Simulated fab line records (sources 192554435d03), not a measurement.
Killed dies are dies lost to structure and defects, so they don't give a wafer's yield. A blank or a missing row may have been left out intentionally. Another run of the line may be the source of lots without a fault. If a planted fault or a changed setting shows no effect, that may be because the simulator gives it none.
Comparing a struck lot with a sound one + flow n5_finfet + 35 out of 1938 route steps
Sound: wafers L555.2, L555.3, L555.5. Struck: wafers L559.2, L559.5 (left out: L559.3, a lot-mate that was not struck); the cause follows at the end.
Order at every step that has rows: each side's tool, ch and its chambers, its first start. Under that, the readings that differ: sound wafers + struck wafers + difference of the means + sigmas: that difference in standard deviations of wafers without a fault.
alike: readings whose means differ by less than 2 such deviations, and words and numbers that are the same on both sides. not compared: withheld readings, readings that some wafer has no value for, bounds like >300 that may hide the same value, and numbers for which the record gives no deviation and whose values overlap.
A row with sigmas, a row that says differs or no value, or rows on one side alone: a step with any of these is where the two part. When numbers do not overlap yet have no deviation, they are printed without sigmas and do not part them. Lack of a reading on every wafer of one side parts them only where that side has two or more wafers.

first, 10 steps without rows for these wafers: N5_BEOL_M8_DESCUM_33 (chemistry O2, time 7 s); N5_BEOL_M8_ETCH_72 (etches underlayer in N2/H2, target depth 6.5 nm, time 5.2 s); N5_BEOL_M8_ETCH_65 (etches SiARC in CF4, target depth 15.6 nm, time 26 s); N5_BEOL_M8_ETCH_66 (etches SOC in N2/H2, target depth 80 nm, overetch 16 nm, time 120 s); N5_BEOL_M8_STRIP_69 (strips in N2/H2); N5_BEOL_M8_STRIP_73 (strips in N2/H2); N5_BEOL_M8_VIA_ETCH_34 (etches SiCOH lowk in C4F6/O2, target depth 125.5 nm, time 50.5 s); N5_BEOL_M8_STRIP_76 (strips in C4F6/O2); N5_BEOL_M8_STRIP_36 (strips in N2/H2); N5_BEOL_M8_TRENCH_ETCH_37 (etches SiCOH lowk in C4F6/O2, target depth 93.478 nm, time 31.2 s).
N5_BEOL_M8_ETCH_41: etches SiCN in CH3F/O2, target depth 31.9 nm, time 57.8 s.
  sound on rie_diel-03 ch 0,2, day 11 21:43; struck on rie_diel-03 ch 2, day 13 08:50
  alike: drypump_motor_current_A, oes_product_au, rf_vpp_V, showerhead_plenum_p_Torr, throttle_valve_pct
  not compared: rf_hours_counter_h
then, 23 steps without rows for these wafers: N5_BEOL_M8_STRIP_80 (strips in N2/H2, time 10 s); N5_BEOL_M8_HM_STRIP_39 (strips TiN in peroxide tin strip, target depth 25 nm, time 158 s); N5_BEOL_M8_SRD_40 (time 30 s); N5_BEOL_M8_PRECLEAN_42 (cleans in residue remover, time 60 s); N5_BEOL_M8_SRD_43 (time 30 s); N5_BEOL_M8_CURE_75 (cures SiCOH lowk, time 120 s); N5_BEOL_M8_DEGAS_44 (time 60 s); N5_BEOL_M8_PRE_CLEAN_45 (time 30 s); N5_BEOL_M8_ALD_77 (deposits TaN, target thk 2 nm, pulse time 2 s, purge time 3 s); N5_BEOL_M8_SURFACE_TREAT_79; N5_BEOL_M8_CVD_78 (deposits Co from CCTBA/H2, target thk 2 nm, time 142.3 s); N5_BEOL_M8_SPUTTER_48 (material Cu, target thk 10 nm, time 1.667 s); N5_BEOL_M8_ECD_50 (material Cu, target thk 300 nm); N5_BEOL_M8_ANNEAL_51 (time 90 s); N5_BEOL_M8_CMP_52 (polishes, stops on SiCOH lowk, t overpolish 6.9 s, target thk 80 nm); N5_BEOL_M8_PRE_CLEAN_55 (time 15 s); N5_BEOL_M8_DEP_56 (deposits SiCN from 3MS/NH3, target thk 10 nm, time 17.5 s); N5_BEOL_M9_ILD_DEP_00 (deposits SiCOH lowk from DEMS/porogen, target thk 308.51 nm, time 58 s); N5_BEOL_M9_CURE_71 (cures SiCOH lowk, time 240 s); N5_BEOL_M9_PECVD_70 (deposits SiO2 from TEOS/O2, target thk 20 nm, time 22.7 s); N5_BEOL_M9_HM_DEP_02 (deposits TiN, target thk 20 nm); N5_BEOL_M9_COAT_59 (time 60 s, resist thk 100 nm); N5_BEOL_M9_COAT_60 (time 60 s, resist thk 30 nm).
-- the record jumps here: 3 days lie between the struck wafers' starts before and after (it left off in module BEOL_M9 and takes up again in module PASSIVATION, whose first step shown is number 1936 of the route) --
N5_PASSIVATION_PROBE_49:
  only the struck wafers here have rows in the record (prober-01, day 16 07:05); the sound ones have none

WHERE THEY PART
Only at N5_PASSIVATION_PROBE_49, as far as this record shows.

WHY: what had been put in by the simulator
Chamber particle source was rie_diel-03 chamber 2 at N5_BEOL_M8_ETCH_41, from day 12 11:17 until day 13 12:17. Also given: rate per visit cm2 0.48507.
